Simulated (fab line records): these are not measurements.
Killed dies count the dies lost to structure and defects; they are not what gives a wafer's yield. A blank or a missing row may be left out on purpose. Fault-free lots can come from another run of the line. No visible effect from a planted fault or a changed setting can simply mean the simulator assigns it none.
Chamber matching | flow n5_finfet | 4 sister chambers for N5_GATE_CUT_ETCH_19 on rie_diel-04
The step etches SiNx in CH3F/O2, target depth 53.7 nm, time 76.7 s. 8 wafers are shown with their chamber, then 8 later ones without.

== WAFERS, EACH WITH ITS CHAMBER ==
wafer  | chamber | showerhead_plenum_p_Torr (Torr) | drypump_motor_current_A (A)
L082.1 | 2       | 2.06                            | 5.5
L087.1 | 0       | 1.87                            | 6.4
L087.2 | 1       | 2.02                            | 6.2
L087.3 | 3       | 1.97                            | 6.0
L089.4 | 0       | 1.87                            | 6.3
L089.5 | 1       | 2.02                            | 6.2
L089.6 | 3       | 1.97                            | 6.1
L092.1 | 2       | 2.05                            | 5.5

== WAFERS WITH NO CHAMBER GIVEN ==
wafer  | showerhead_plenum_p_Torr (Torr) | drypump_motor_current_A (A)
L092.4 | 2.02                            | 6.1
L092.5 | 1.97                            | 6.1
L097.2 | 2.01                            | 6.2
L097.3 | 1.96                            | 6.0
L097.5 | 2.05                            | 5.5
L096.3 | 1.96                            | 6.0
L096.4 | 1.86                            | 6.4
L096.6 | 2.01                            | 6.2

== WHICH CHAMBER EACH ONE RAN IN ==
wafer  | from the rows above | in truth
L092.4 | 1                   | 1
L092.5 | 3                   | 3
L097.2 | 1                   | 1
L097.3 | 3                   | 3
L097.5 | 2                   | 2
L096.3 | 3                   | 3
L096.4 | 0                   | 0
L096.6 | 1                   | 1
8 of 8 placed correctly. Number that these rows cannot place: 0. Placed wrongly: 0.
How it was worked out, from the rows above alone: a wafer's distance from a chamber is the root of the sum, over the readings, of the square of ((its reading less the chamber's mean) divided by the reading's scatter). If the next closest chamber is less than 2 further off than the closest, the wafer can't be placed; otherwise it belongs to the closest. The mean given for a chamber averages the wafers shown for that chamber. The scatter is the square root of a quotient: the sum, over the shown wafers, of each reading's squared deviation from its chamber's mean, divided by wafers minus chambers.
